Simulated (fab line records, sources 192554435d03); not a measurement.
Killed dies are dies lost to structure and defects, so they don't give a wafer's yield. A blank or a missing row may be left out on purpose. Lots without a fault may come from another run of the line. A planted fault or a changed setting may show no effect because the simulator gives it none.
fab line records | flow n5_finfet
record lots=21 wafers=63 last_day=19
route steps=1938 shown FIN_SAQP@135 FIN_CUT@177
lots that met no fault: from a run of the same line without faults
start_h: hours from the record's first day to the start of the lot's first wafer shown | wait_h: hours since the lot's step before | " the same as in the row above | L1.1+2: a row that stands for several wafers | - no value, or no start given | * or withheld: withheld | < > ~ a bound
route shown NAME@n: a module of which the file shows steps, and the number in the route of the first | usual: mean/standard deviation of fault-free wafers | same: alike in all rows | chamber/n: place in a boat | sites: the reading at each site | _std_site: their standard deviation | _edge_site: outer sites' mean less inner sites' | radius_mm: how far each site lies from the wafer's centre | mask NAME#n: copy n | behind: the tool/chamber that last shaped the wafer | hold: why the lot was held/for how many hours/how that ended | device: the transistor (n, p or np) that didn't switch | end of line: the same wafers' tests at the end of the route | a step without rows: its recipe alone | killed: dies lost to structure and defects at the first sort, not the wafer's yield | map: a wafer's dies, x killed, . not, _ none there
set.NAME: the setting as run; set.NAME@STEP: as run at that earlier step | model.NAME: the simulator's own value behind a step, which no gauge read
steps of the route over a sample of lots; a table a step, a row a wafer
services: from which hour (start_h, from the record's first day; less than 0 if before it) a tool's chamber was out of use, for how many hours, and why
## steps
# step N5_FIN_SAQP_ETCH_67
# recipe chemistry=CH3F/O2 target=SiNx target_depth_a=300 mask_material=SOC pressure_mtorr=30 source_w=395 bias_w=73 Ar_flow_sccm=150 CH3F_flow_sccm=30 O2_flow_sccm=20 ion_energy_ev=120
# usual CH3F_flow_sccm=29.98/0.086 chamber_pressure_mTorr=30.004/0.025 drypump_motor_current_A=5.7/0.36 oes_f_703_au=0.80/0.11 oes_product_au=0.80/0.11 rf_vpp_V=301/5.7 showerhead_plenum_p_Torr=1.99/0.091 throttle_valve_pct=16.42/0.25
# columns lot.wafer tool chamber start_h wait_h CH3F_flow_sccm chamber_pressure_mTorr drypump_motor_current_A oes_f_703_au oes_product_au rf_hours_counter_h rf_vpp_V showerhead_plenum_p_Torr throttle_valve_pct
L074.1 rie_diel-05 1 25.92 0.0 29.96 29.990 5.6 0.69 0.69 217 292 1.99 16.66
L074.3 " 0 " " 29.80 29.993 5.5 0.83 0.84 64 292 1.86 16.55
L074.5 " 2 " " 29.92 29.966 5.6 0.96 0.97 - 305 2.12 16.06
L075.1 rie_diel-03 0 31.89 0.0 30.01 29.985 5.6 0.72 0.71 219 300 1.89 16.27
L075.3 " 2 " " 29.87 29.981 5.7 0.69 0.71 181 302 1.91 16.58
L075.6 " 0 " " 29.94 30.015 5.7 0.72 0.71 - 300 1.89 16.26
L076.2 rie_diel-03 2 38.06 0.0 29.99 30.027 5.7 0.70 0.72 183 303 1.91 16.58
L076.3 " 1 " " 29.92 30.028 5.4 1.01 1.00 2 307 2.14 16.26
L076.5 " 2 " " 30.03 30.011 5.7 0.69 0.71 - 301 1.91 16.56
L077.2 rie_diel-03 1 45.06 0.0 29.92 30.014 5.4 0.98 0.99 4 306 2.14 16.26
L077.4 " 3 " " 29.95 30.013 6.5 0.74 0.76 141 307 2.00 16.13
L077.6 " 2 " " 29.88 30.007 5.7 0.69 0.71 - 302 1.91 16.58
L078.1 rie_diel-01 1 51.54 0.0 30.07 29.988 5.8 1.01 0.99 7 296 1.97 16.06
L078.4 " 3 " " 29.87 30.065 6.5 0.71 0.68 240 300 1.91 16.98
L078.6 " 3 " " 30.04 30.017 6.5 0.71 0.69 - 300 1.91 16.99
L079.1 rie_diel-03 1 56.42 0.0 30.12 29.936 5.4 0.97 0.98 6 308 2.14 16.27
L079.2 " 3 " " 30.00 29.984 6.4 0.74 0.75 144 307 2.00 16.15
L079.4 " 2 " " 29.83 30.030 5.7 0.69 0.71 187 302 1.91 16.57
L080.1 rie_diel-01 1 61.48 0.0 29.96 30.065 5.9 0.99 0.98 11 295 1.97 16.09
L080.3 " 3 " " 30.00 30.030 6.5 0.71 0.69 244 301 1.91 16.97
L080.4 " 0 " " 30.05 30.044 5.6 0.67 0.68 - 300 1.97 16.67
L081.2 rie_diel-03 3 66.50 0.0 29.89 29.998 6.4 0.74 0.76 146 309 1.99 16.15
L081.4 " 1 " " 29.95 29.977 5.4 0.97 0.97 9 308 2.14 16.27
L081.6 " 1 " " 29.85 30.019 5.4 0.97 0.98 - 307 2.14 16.27
L083.1 rie_diel-01 1 81.30 0.0 29.93 30.021 5.8 0.99 0.96 19 295 1.97 16.10
L083.2 " 0 " " 29.95 30.014 5.6 0.67 0.67 241 299 1.97 16.68
L083.5 " 0 " " 29.92 29.987 5.6 0.67 0.67 - 300 1.97 16.69
L084.2 rie_diel-05 2 86.02 0.0 29.87 30.018 5.7 0.89 0.91 19 303 2.12 16.11
L084.4 " 3 " " 30.15 29.990 5.5 0.74 0.73 206 302 2.07 16.62
L084.5 " 3 " " 30.14 30.018 5.5 0.74 0.72 - 302 2.07 16.60
L085.2 rie_diel-05 0 92.90 0.0 30.17 29.980 5.5 0.81 0.82 87 292 1.86 16.59
L085.4 " 1 " " 30.00 29.961 5.6 0.68 0.67 239 293 1.98 16.68
L085.6 " 1 " " 29.83 30.008 5.6 0.67 0.67 - 292 1.98 16.69
L087.3 rie_diel-05 3 103.09 0.0 29.92 29.958 5.5 0.73 0.71 212 302 2.07 16.62
L087.4 " 2 " " 30.13 29.973 5.6 0.87 0.90 26 305 2.12 16.12
L087.5 " 3 " " 29.89 30.002 5.5 0.73 0.72 - 303 2.07 16.62
L088.1 rie_diel-05 1 108.21 0.0 30.17 30.034 5.6 0.67 0.67 244 294 1.98 16.68
L088.2 " 3 " " 29.94 30.019 5.5 0.72 0.72 214 301 2.07 16.61
L088.5 " 3 " " 29.95 30.013 5.5 0.72 0.72 - 303 2.07 16.63
L089.1 rie_diel-01 3 114.59 0.0 30.09 30.000 6.5 0.97 0.97 6 306 2.15 16.52
L089.2 " 1 " " 30.03 29.973 5.8 0.95 0.94 32 293 1.96 16.13
L089.4 " 1 " " 29.98 30.013 5.8 0.95 0.94 - 295 1.96 16.12
L090.1 rie_diel-05 3 120.49 0.0 29.89 30.015 5.5 0.73 0.71 218 302 2.06 16.64
L090.4 " 1 " " 29.90 30.011 5.5 0.68 0.66 248 292 1.98 16.69
L090.6 " 1 " " 30.12 29.996 5.5 0.67 0.66 - 292 1.98 16.70
L091.1 rie_diel-01 3 126.72 0.0 30.12 29.976 6.5 0.95 0.94 12 307 2.15 16.55
L091.2 " 1 " " 30.15 30.007 5.8 0.94 0.92 38 294 1.96 16.13
L091.4 " 0 " " 30.05 30.028 5.6 0.93 0.97 - 298 1.97 16.23
L092.2 rie_diel-03 0 133.98 0.0 29.98 30.011 5.7 0.70 0.69 248 299 1.88 16.32
L092.3 " 1 " " 29.94 30.019 5.5 0.91 0.92 30 305 2.13 16.31
L092.5 " 2 " " 30.01 29.952 5.7 0.68 0.70 - 300 1.90 16.61
L093.2 rie_diel-05 3 140.21 0.0 30.11 29.979 5.5 0.72 0.72 224 303 2.06 16.65
L093.4 " 2 " " 29.89 30.034 5.6 0.85 0.89 - 304 2.11 16.16
L093.6 " 0 " " 29.97 29.977 5.5 0.79 0.80 - 291 1.85 16.64
L094.3 rie_diel-05 0 144.87 0.0 29.95 30.018 5.5 0.79 0.80 105 292 1.85 16.63
L094.4 " 3 " " 29.92 29.965 5.5 0.72 0.71 - 303 2.06 16.66
L094.5 " 2 " " 29.91 30.000 5.6 0.85 0.88 - 304 2.11 16.14
L095.1 rie_diel-01 3 150.67 0.0 29.89 30.037 6.4 0.93 0.92 21 308 2.15 16.56
L095.3 " 1 " " 29.92 30.005 5.8 0.92 0.91 47 294 1.96 16.15
L095.4 " 2 " " 30.00 29.972 5.1 0.95 0.98 4 308 1.95 15.99
L096.1 rie_diel-05 3 157.10 0.0 30.07 30.015 5.5 0.72 0.70 232 302 2.06 16.66
L096.3 " 1 " " 29.97 29.979 5.6 0.95 0.96 2 293 1.98 16.23
L096.4 " 2 " " 30.00 29.996 5.6 0.84 0.86 46 305 2.11 16.17
# step N5_FIN_SAQP_SPACER2_ETCHBACK_29
# recipe chemistry=CHF3/O2 mode=anisotropic_etchback target=SiO2 target_depth_a=122 time_s=6.1 pressure_mtorr=30 source_w=650 bias_w=170 Ar_flow_sccm=200 CHF3_flow_sccm=50 O2_flow_sccm=5 ion_energy_ev=200
# usual chamber_pressure_mTorr=30.000/0.029 drypump_motor_current_A=5.7/0.39 oes_f_703_au=0.80/0.12 oes_product_au=0.80/0.11 rf_vpp_V=531/9.5 showerhead_plenum_p_Torr=2.40/0.1 throttle_valve_pct=18.94/0.23
# columns lot.wafer tool chamber start_h wait_h chamber_pressure_mTorr drypump_motor_current_A oes_f_703_au oes_product_au rf_hours_counter_h rf_vpp_V showerhead_plenum_p_Torr throttle_valve_pct
L074.1 rie_diel-05 1 26.49 0.2 30.012 5.6 0.69 0.69 217 516 2.40 19.19
L074.3 " 2 " " 29.976 5.6 0.98 0.98 1 535 2.55 18.60
L074.5 " 1 " " 29.983 5.5 0.69 0.68 - 517 2.40 19.19
L075.1 rie_diel-03 3 32.53 0.2 30.042 6.4 0.76 0.77 137 542 2.40 18.62
L075.3 " 2 " " 30.039 5.6 0.70 0.72 182 530 2.31 19.10
L075.6 " 0 " " 30.002 5.6 0.72 0.71 - 529 2.28 18.75
L076.2 rie_diel-03 0 38.63 0.2 29.979 5.6 0.71 0.71 221 529 2.28 18.76
L076.3 " 2 " " 29.897 5.7 0.70 0.72 184 531 2.31 19.10
L076.5 " 3 " " 30.032 6.5 0.76 0.76 - 542 2.40 18.60
L077.2 rie_diel-01 0 45.63 0.2 29.995 5.6 0.66 0.69 229 529 2.38 19.19
L077.4 " 1 " " 30.037 5.8 1.02 1.00 6 520 2.38 18.65
L077.6 " 0 " " 30.001 5.6 0.67 0.68 - 528 2.38 19.19
L078.1 rie_diel-05 0 52.11 0.2 30.039 5.5 0.83 0.82 73 514 2.24 19.09
L078.4 " 2 " " 30.009 5.6 0.93 0.94 10 537 2.54 18.63
L078.6 " 3 " " 29.987 5.5 0.74 0.73 - 535 2.49 19.12
L079.1 rie_diel-03 2 56.99 0.2 30.042 5.7 0.70 0.71 187 531 2.30 19.10
L079.2 " 1 " " 29.974 5.4 0.97 0.98 7 540 2.57 18.85
L079.4 " 0 " " 29.965 5.6 0.71 0.71 226 530 2.28 18.78
L080.1 rie_diel-05 2 62.05 0.2 29.991 5.6 0.93 0.94 12 536 2.54 18.61
L080.3 " 3 " " 30.036 5.5 0.74 0.73 198 534 2.49 19.13
L080.4 " 1 " " 30.036 5.6 0.68 0.69 229 517 2.39 19.21
L081.2 rie_diel-01 1 67.11 0.2 30.021 5.8 1.00 0.98 13 519 2.37 18.64
L081.4 " 2 " " 29.995 5.1 0.69 0.69 235 543 2.36 18.89
L081.6 " 1 " " 29.982 5.8 1.00 0.98 - 520 2.37 18.67
L083.1 rie_diel-01 2 81.87 0.2 30.002 5.1 0.69 0.69 240 543 2.36 18.89
L083.2 " 1 " " 30.035 5.8 0.98 0.96 19 519 2.37 18.65
L083.5 " 1 " " 30.019 5.8 0.98 0.96 - 519 2.37 18.66
L084.2 rie_diel-01 0 86.65 0.2 29.929 5.7 0.67 0.67 243 528 2.38 19.22
L084.4 " 2 " " 29.926 5.1 0.69 0.69 - 543 2.36 18.89
L084.5 " 1 " " 30.013 5.8 0.98 0.95 - 520 2.37 18.66
L085.2 rie_diel-03 3 94.70 0.2 30.027 6.4 0.74 0.74 155 541 2.40 18.66
L085.4 " 0 " " 29.957 5.7 0.70 0.70 236 529 2.28 18.79
L085.6 " 0 " " 29.994 5.6 0.70 0.70 - 527 2.28 18.78
L087.3 rie_diel-05 3 103.66 0.2 30.032 5.5 0.73 0.72 212 534 2.49 19.15
L087.4 " 2 " " 29.994 5.6 0.89 0.90 26 537 2.54 18.64
L087.5 " 1 " " 30.012 5.6 0.67 0.67 - 516 2.39 19.22
L088.1 rie_diel-01 1 108.78 0.2 29.977 5.8 0.95 0.94 29 520 2.37 18.70
L088.2 " 2 " " 30.034 5.1 0.68 0.69 250 543 2.36 18.91
L088.5 " 2 " " 29.996 5.1 0.69 0.69 - 543 2.36 18.93
L089.1 rie_diel-01 2 115.16 0.2 30.008 5.1 0.68 0.69 253 544 2.36 18.92
L089.2 " 1 " " 29.988 5.9 0.95 0.94 32 518 2.37 18.69
L089.4 " 3 " " 30.013 6.5 0.96 0.97 - 539 2.59 19.16
L090.1 rie_diel-03 2 121.12 0.2 29.981 5.7 0.68 0.69 209 531 2.30 19.13
L090.4 " 1 " " 29.982 5.4 0.92 0.91 27 542 2.56 18.86
L090.6 " 2 " " 29.977 5.7 0.68 0.69 - 530 2.30 19.14
L091.1 rie_diel-01 3 127.31 0.2 30.031 6.5 0.94 0.94 12 540 2.59 19.18
L091.2 " 1 " " 29.978 5.8 0.94 0.92 38 520 2.36 18.70
L091.4 " 3 " " 30.016 6.5 0.95 0.94 - 540 2.59 19.16
L092.2 rie_diel-05 2 134.66 0.2 30.019 5.6 0.88 0.87 35 536 2.53 18.66
L092.3 " 3 " " 30.012 5.5 0.71 0.71 221 534 2.48 19.17
L092.5 " 2 " " 29.962 5.6 0.88 0.87 - 535 2.53 18.65
L093.2 rie_diel-05 2 140.80 0.2 30.037 5.7 0.88 0.86 38 536 2.53 18.64
L093.4 " 3 " " 30.006 5.5 0.72 0.70 - 534 2.48 19.18
L093.6 " 2 " " 29.993 5.6 0.87 0.87 - 535 2.53 18.68
L094.3 rie_diel-01 3 145.56 0.2 30.034 6.5 0.92 0.93 19 540 2.58 19.17
L094.4 " 0 " " 30.015 5.6 0.89 0.93 10 528 2.37 18.81
L094.5 " 3 " " 29.966 6.5 0.92 0.93 - 539 2.58 19.18
L095.1 rie_diel-03 3 151.24 0.2 30.003 6.4 0.73 0.73 175 543 2.39 18.69
L095.3 " 1 " " 29.994 5.5 0.91 0.91 38 540 2.55 18.90
L095.4 " 3 " " 30.014 6.4 0.73 0.73 - 541 2.39 18.67
L096.1 rie_diel-03 1 158.32 0.2 30.006 5.5 0.89 0.91 42 541 2.55 18.92
L096.3 " 2 " " 30.005 5.7 0.67 0.69 224 532 2.29 19.18
L096.4 " 2 " " 30.036 5.7 0.68 0.69 - 529 2.29 19.17
# step N5_FIN_SAQP_HM_CD_35
# recipe target_cd_nm=8 polarity=line
# usual cd_nm=8.13/0.23
# columns lot.wafer tool chamber start_h wait_h cd_nm
L074.1 cd_sem-03 - 26.95 0.1 8.34
L074.3 " - " " 8.06
L074.5 " - " " 7.95
L075.1 cd_sem-01 - 33.00 0.1 7.82
L075.3 " - " " 8.45
L075.6 " - " " 8.03
L076.2 cd_sem-02 - 39.09 0.1 8.11
L076.3 " - " " 8.09
L076.5 " - " " 7.65
L077.2 cd_sem-01 - 46.30 0.1 7.93
L077.4 " - " " 8.14
L077.6 " - " " 7.88
L078.1 cd_sem-03 - 52.57 0.1 8.03
L078.4 " - " " 7.98
L078.6 " - " " 8.37
L079.1 cd_sem-01 - 57.45 0.1 7.77
L079.2 " - " " 8.25
L079.4 " - " " 8.38
L080.1 cd_sem-03 - 62.51 0.1 8.33
L080.3 " - " " 7.86
L080.4 " - " " 8.26
L081.2 cd_sem-01 - 67.57 0.1 8.55
L081.4 " - " " 7.94
L081.6 " - " " 8.11
L083.1 cd_sem-01 - 82.34 0.1 7.64
L083.2 " - " " 7.74
L083.5 " - " " 7.73
L084.2 cd_sem-02 - 87.37 0.1 8.16
L084.4 " - " " 8.18
L084.5 " - " " 8.00
L085.2 cd_sem-01 - 95.16 0.1 8.17
L085.4 " - " " 8.38
L085.6 " - " " 8.45
L087.3 cd_sem-03 - 104.13 0.1 8.07
L087.4 " - " " 8.02
L087.5 " - " " 8.20
L088.1 cd_sem-01 - 109.32 0.1 8.08
L088.2 " - " " 8.71
L088.5 " - " " 7.95
L089.1 cd_sem-03 - 115.62 0.1 8.39
L089.2 " - " " 8.14
L089.4 " - " " 7.87
L090.1 cd_sem-03 - 121.59 0.1 7.74
L090.4 " - " " 8.12
L090.6 " - " " 8.19
L091.1 cd_sem-01 - 127.78 0.1 8.18
L091.2 " - " " 8.40
L091.4 " - " " 8.38
L092.2 cd_sem-02 - 135.12 0.1 7.95
L092.3 " - " " 8.03
L092.5 " - " " 7.94
L093.2 cd_sem-03 - 141.32 0.1 8.16
L093.4 " - " " 8.25
L093.6 " - " " 8.39
L094.3 cd_sem-02 - 146.03 0.1 7.91
L094.4 " - " " 7.94
L094.5 " - " " 8.29
L095.1 cd_sem-01 - 151.70 0.1 8.03
L095.3 " - " " 7.95
L095.4 " - " " 8.18
L096.1 cd_sem-03 - 158.78 0.1 8.36
L096.3 " - " " 8.48
L096.4 " - " " 8.34
# step N5_FIN_SAQP_ETCH_64
# recipe chemistry=CF4 target=SiO2 target_depth_a=15 ion_energy_ev=350 pressure_mtorr=10 icp_w=800 bias_w=400 cf4_flow_sccm=80
# usual cf4_flow_sccm=80.05/0.22 chamber_pressure_mTorr=10.001/0.0093 drypump_motor_current_A=5.8/0.48 oes_product_au=0.994/0.017 throttle_valve_pct=21.73/0.22
# columns lot.wafer tool chamber start_h wait_h cf4_flow_sccm chamber_pressure_mTorr drypump_motor_current_A oes_product_au rf_hours_counter_h throttle_valve_pct
L074.1 rie_si-02 0 27.00 0.0 79.90 9.998 5.3 1.022 70 22.03
L074.3 " 2 " " 79.94 10.005 5.8 0.981 101 22.07
L074.5 " 3 " " 79.57 9.997 5.6 0.998 - 21.73
L075.1 rie_si-04 0 33.05 0.0 79.65 10.001 6.4 0.988 8 21.55
L075.3 " 2 " " 80.05 9.981 6.0 1.015 5 21.27
L075.6 " 2 " " 80.19 9.989 6.0 1.015 - 21.28
L076.2 rie_si-04 1 39.14 0.0 80.03 10.002 5.0 0.987 60 21.85
L076.3 " 2 " " 79.89 9.984 6.0 1.020 5 21.29
L076.5 " 3 " " 80.10 9.988 4.9 0.999 - 21.91
L077.2 rie_si-02 2 46.35 0.0 79.92 10.003 5.8 0.987 102 22.08
L077.4 " 1 " " 79.98 10.006 6.4 1.012 1 21.80
L077.6 " 2 " " 80.17 9.989 5.8 0.981 - 22.08
L078.1 rie_si-02 0 52.62 0.0 79.73 9.990 5.3 1.026 70 22.06
L078.4 " 3 " " 80.25 9.996 5.6 1.005 174 21.77
L078.6 " 0 " " 79.84 9.992 5.4 1.024 - 22.04
L079.1 rie_si-02 2 57.50 0.0 80.51 10.018 5.8 0.979 102 22.07
L079.2 " 3 " " 79.86 10.000 5.5 0.988 175 21.77
L079.4 " 0 " " 80.06 9.999 5.4 1.025 71 22.03
L080.1 rie_si-02 2 62.56 0.0 80.07 10.004 5.8 0.978 102 22.08
L080.3 " 3 " " 80.23 9.995 5.5 0.985 175 21.75
L080.4 " 0 " " 79.91 10.014 5.4 1.000 71 22.02
L081.2 rie_si-04 0 67.62 0.0 80.14 9.981 6.4 0.976 9 21.55
L081.4 " 3 " " 80.17 9.999 4.8 0.990 149 21.92
L081.6 " 1 " " 79.66 10.007 4.9 0.986 - 21.85
L083.1 rie_si-01 3 82.39 0.0 79.91 9.981 5.8 0.963 77 21.50
L083.2 " 2 " " 80.23 10.007 5.8 1.005 187 21.86
L083.5 " 1 " " 79.90 10.004 6.3 0.982 - 21.68
L084.2 rie_si-01 2 87.41 0.0 79.91 9.998 5.9 1.018 187 21.84
L084.4 " 0 " " 80.27 10.001 6.0 0.991 169 21.62
L084.5 " 2 " " 79.96 10.001 5.8 1.003 - 21.86
L085.2 rie_si-01 0 95.21 0.0 79.92 9.997 6.0 0.986 170 21.63
L085.4 " 2 " " 79.65 9.985 5.9 1.012 188 21.86
L085.6 " 3 " " 80.23 9.993 5.8 0.966 - 21.51
L087.3 rie_si-04 0 104.17 0.0 80.11 10.006 6.4 0.982 9 21.55
L087.4 " 1 " " 80.41 9.978 4.9 0.987 61 21.85
L087.5 " 0 " " 80.26 10.001 6.4 0.984 - 21.55
L088.1 rie_si-01 2 109.37 0.0 80.03 9.985 5.9 1.008 188 21.86
L088.2 " 1 " " 80.06 9.995 6.3 0.976 99 21.65
L088.5 " 3 " " 80.34 9.994 5.8 0.953 - 21.50
L089.1 rie_si-01 3 115.67 0.0 80.02 9.987 5.8 0.964 77 21.51
L089.2 " 2 " " 80.20 10.023 5.9 1.017 188 21.86
L089.4 " 1 " " 80.24 9.997 6.3 0.987 99 21.68
L090.1 rie_si-02 3 121.65 0.1 79.61 9.990 5.5 0.991 176 21.75
L090.4 " 2 " " 79.96 10.007 5.8 0.980 103 22.06
L090.6 " 3 " " 79.93 9.997 5.5 0.988 - 21.77
L091.1 rie_si-02 0 127.83 0.0 80.20 10.001 5.4 1.017 72 22.04
L091.2 " 3 " " 80.28 9.984 5.5 0.979 176 21.77
L091.4 " 2 " " 79.87 9.998 5.8 0.975 103 22.07
L092.2 rie_si-01 3 135.17 0.0 80.17 10.002 5.8 0.964 77 21.50
L092.3 " 2 " " 79.48 9.996 5.8 1.018 188 21.85
L092.5 " 0 " " 79.99 10.009 5.9 0.992 - 21.63
L093.2 rie_si-01 1 141.36 0.0 79.92 10.008 6.3 0.984 99 21.66
L093.4 " 0 " " 80.48 9.998 5.9 0.991 - 21.62
L093.6 " 1 " " 80.53 9.989 6.3 0.991 - 21.67
L094.3 rie_si-04 2 146.07 0.0 80.13 9.999 6.0 1.024 8 21.29
L094.4 " 1 " " 80.25 10.004 4.9 0.990 62 21.82
L094.5 " 0 " " 79.89 10.001 6.4 0.991 - 21.54
L095.1 rie_si-04 3 151.75 0.0 80.27 10.000 4.9 0.993 150 21.91
L095.3 " 2 " " 79.90 10.010 6.0 1.006 8 21.27
L095.4 " 2 " " 80.02 10.001 6.0 1.011 - 21.27
L096.1 rie_si-04 0 158.82 0.0 79.64 9.995 6.4 0.995 10 21.56
L096.3 " 2 " " 79.72 10.008 6.0 1.021 8 21.29
L096.4 " 3 " " 80.25 10.002 4.9 0.992 150 21.91
# step N5_FIN_SAQP_INSPECT_40
# recipe inspect_instrument=brightfield mode=aei
# usual raw_defect_count=213/54
# columns lot.wafer tool chamber start_h wait_h raw_defect_count
L074.1 defect_inspect-01 - 27.27 0.0 258
L074.3 " - " " 191
L074.5 " - " " 214
L075.1 defect_inspect-01 - 33.32 0.0 208
L075.3 " - " " 247
L075.6 " - " " 302
L076.2 defect_inspect-02 - 39.41 0.0 261
L076.3 " - " " 265
L076.5 " - " " 222
L077.2 defect_inspect-02 - 46.62 0.0 286
L077.4 " - " " 312
L077.6 " - " " 252
L078.1 defect_inspect-02 - 52.89 0.0 177
L078.4 " - " " 287
L078.6 " - " " 194
L079.1 defect_inspect-01 - 57.77 0.0 207
L079.2 " - " " 145
L079.4 " - " " 185
L080.1 defect_inspect-01 - 62.83 0.0 150
L080.3 " - " " 164
L080.4 " - " " 191
L081.2 defect_inspect-01 - 67.89 0.0 169
L081.4 " - " " 181
L081.6 " - " " 170
L083.1 defect_inspect-02 - 82.66 0.0 174
L083.2 " - " " 296
L083.5 " - " " 342
L084.2 defect_inspect-01 - 87.68 0.0 201
L084.4 " - " " 252
L084.5 " - " " 209
L085.2 defect_inspect-02 - 95.48 0.0 200
L085.4 " - " " 242
L085.6 " - " " 269
L087.3 defect_inspect-01 - 104.44 0.0 215
L087.4 " - " " 206
L087.5 " - " " 147
L088.1 defect_inspect-01 - 109.64 0.0 113
L088.2 " - " " 99
L088.5 " - " " 131
L089.1 defect_inspect-01 - 115.94 0.0 188
L089.2 " - " " 177
L089.4 " - " " 225
L090.1 defect_inspect-02 - 121.92 0.0 140
L090.4 " - " " 259
L090.6 " - " " 202
L091.1 defect_inspect-02 - 128.10 0.0 263
L091.2 " - " " 241
L091.4 " - " " 230
L092.2 defect_inspect-01 - 135.44 0.0 187
L092.3 " - " " 187
L092.5 " - " " 196
L093.2 defect_inspect-01 - 141.63 0.0 215
L093.4 " - " " 190
L093.6 " - " " 187
L094.3 defect_inspect-01 - 146.34 0.0 204
L094.4 " - " " 269
L094.5 " - " " 238
L095.1 defect_inspect-02 - 152.03 0.0 204
L095.3 " - " " 247
L095.4 " - " " 222
L096.1 defect_inspect-02 - 159.09 0.0 258
L096.3 " - " " 242
L096.4 " - " " 218
# step N5_FIN_CUT_CUT_ETCH_28
# recipe chemistry=HBr/Cl2/O2 target=Si target_depth_a=60 mask_material=SOC time_s=2.4 ion_energy_ev=* bias_w=* pressure_mtorr=10 icp_w=800 HBr_flow_sccm=150 Cl2_flow_sccm=80 O2_flow_sccm=12
# usual chamber_pressure_mTorr=10.001/0.0085 drypump_motor_current_A=5.9/0.42 oes_product_au=0.992/0.012 throttle_valve_pct=37.0/0.31
# columns lot.wafer tool chamber start_h wait_h chamber_pressure_mTorr drypump_motor_current_A oes_product_au rf_hours_counter_h throttle_valve_pct
L074.1 rie_si-05 2 28.60 0.0 9.998 6.2 1.019 22 36.7
L074.3 " 0 " " 9.998 6.1 0.991 104 36.7
L074.5 " 0 " " 10.008 6.1 0.988 - 36.7
L075.1 rie_si-05 0 34.44 0.0 9.995 6.1 0.988 104 36.7
L075.3 " 3 " " 9.985 5.6 1.004 182 37.4
L075.6 " 3 " " 9.990 5.7 1.001 - 37.4
L076.2 rie_si-05 3 40.67 0.0 10.005 5.7 1.003 182 37.4
L076.3 " 2 " " 9.990 6.2 1.005 22 36.7
L076.5 " 0 " " 9.999 6.1 0.983 - 36.7
L077.2 rie_si-03 1 47.73 0.0 9.995 5.9 1.008 5 37.2
L077.4 " 3 " " 10.011 4.9 0.984 182 36.9
L077.6 " 0 " " 10.006 6.1 0.970 - 36.7
L078.1 rie_si-03 0 54.00 0.0 9.999 6.1 0.975 181 36.7
L078.4 " 1 " " 9.991 5.9 1.004 5 37.2
L078.6 " 3 " " 10.000 4.9 0.987 - 37.0
L079.1 rie_si-03 1 58.88 0.0 9.997 5.9 1.010 5 37.2
L079.2 " 0 " " 10.009 6.1 0.983 181 36.7
L079.4 " 3 " " 10.012 5.0 0.996 182 37.0
L080.1 rie_si-03 2 63.94 0.0 10.001 5.7 0.984 3 36.6
L080.3 " 1 " " 10.007 5.9 1.007 5 37.2
L080.4 " 3 " " 10.001 5.0 0.997 182 36.9
L081.2 rie_si-03 1 69.15 0.0 9.989 5.9 1.008 6 37.2
L081.4 " 2 " " 9.990 5.7 0.980 3 36.6
L081.6 " 1 " " 9.996 5.9 1.007 - 37.2
L083.1 rie_si-06 2 83.89 0.0 9.999 5.8 1.004 89 37.1
L083.2 " 1 " " 10.001 5.8 1.000 37 37.2
L083.5 " 1 " " 10.000 5.8 0.990 - 37.2
L084.2 rie_si-03 1 88.80 0.0 9.998 5.9 1.006 6 37.2
L084.4 " 2 " " 10.012 5.7 0.987 4 36.6
L084.5 " 2 " " 10.003 5.7 0.973 - 36.6
L085.2 rie_si-05 3 96.87 0.0 10.009 5.7 1.003 183 37.4
L085.4 " 2 " " 10.008 6.2 1.017 23 36.7
L085.6 " 3 " " 10.000 5.6 1.003 - 37.4
L087.3 rie_si-03 2 105.79 0.0 10.001 5.7 0.978 4 36.6
L087.4 " 3 " " 10.006 4.9 0.995 183 36.9
L087.5 " 1 " " 10.021 5.9 1.007 - 37.2
L088.1 rie_si-03 2 110.87 0.0 10.008 5.6 0.991 4 36.6
L088.2 " 3 " " 9.995 4.9 0.985 183 36.9
L088.5 " 1 " " 10.010 5.9 1.001 - 37.2
L089.1 rie_si-06 0 117.05 0.0 10.006 6.2 1.000 171 37.4
L089.2 " 3 " " 10.009 6.3 0.989 77 37.0
L089.4 " 1 " " 10.002 5.8 0.994 38 37.2
L090.1 rie_si-03 2 123.03 0.0 9.996 5.7 0.986 5 36.6
L090.4 " 3 " " 9.989 4.9 0.981 184 36.9
L090.6 " 2 " " 10.011 5.7 0.980 - 36.6
L091.1 rie_si-03 1 129.21 0.0 9.991 5.9 1.006 7 37.2
L091.2 " 0 " " 9.998 6.2 0.971 182 36.7
L091.4 " 3 " " 9.987 4.9 0.988 184 36.9
L092.2 rie_si-05 3 136.68 0.0 10.000 5.7 1.012 184 37.4
L092.3 " 1 " " 10.001 6.6 0.975 176 37.4
L092.5 " 2 " " 10.000 6.2 1.014 - 36.7
L093.2 rie_si-03 1 143.04 0.0 9.992 5.9 1.000 7 37.2
L093.4 " 3 " " 9.988 5.0 0.994 184 37.0
L093.6 " 0 " " 10.000 6.1 0.987 - 36.6
L094.3 rie_si-03 1 148.26 0.0 10.007 5.9 1.002 7 37.2
L094.4 " 3 " " 10.020 4.9 0.995 184 36.9
L094.5 " 0 " " 10.003 6.1 0.983 - 36.7
L095.1 rie_si-05 2 153.26 0.0 9.991 6.1 1.012 24 36.7
L095.3 " 1 " " 10.002 6.7 0.973 176 37.4
L095.4 " 0 " " 10.005 6.1 0.988 106 36.7
L096.1 rie_si-05 0 160.20 0.0 10.009 6.1 0.989 106 36.7
L096.3 " 2 " " 10.001 6.2 1.007 24 36.7
L096.4 " 3 " " 10.012 5.7 1.003 184 37.4
## services
# columns tool chamber start_h hours kind
rie_diel-05 2 4.88 - clean
rie_diel-05 2 4.88 - consumable_replace:focus_ring
rie_diel-05 2 4.88 - consumable_replace:showerhead
rie_diel-05 2 4.88 17.5 scheduled_down
rie_diel-05 2 4.88 17.5 vent_cycle
rie_diel-01 1 6.89 - clean
rie_diel-01 1 6.89 - consumable_replace:focus_ring
rie_diel-01 1 6.89 21.5 scheduled_down
rie_si-03 2 24.50 6.2 repair
rie_si-06 - 30.57 2.8 pm
rie_si-05 - 34.69 4.3 pm
rie_diel-05 - 44.27 2.8 pm
rie_diel-03 2 54.26 1.3 repair
rie_si-05 2 55.41 3.8 repair
rie_diel-01 2 61.20 4.2 repair
rie_si-01 - 102.54 0.1 repair
rie_si-01 - 118.19 2.1 repair
rie_diel-05 1 129.37 - clean
rie_diel-05 1 129.37 - consumable_replace:focus_ring
rie_diel-05 1 129.37 22.9 scheduled_down
rie_diel-05 1 129.37 22.9 vent_cycle
rie_si-01 2 139.50 6.2 repair
rie_si-04 0 151.27 7.4 repair
rie_si-01 3 154.02 22.7 repair
## key
fault none
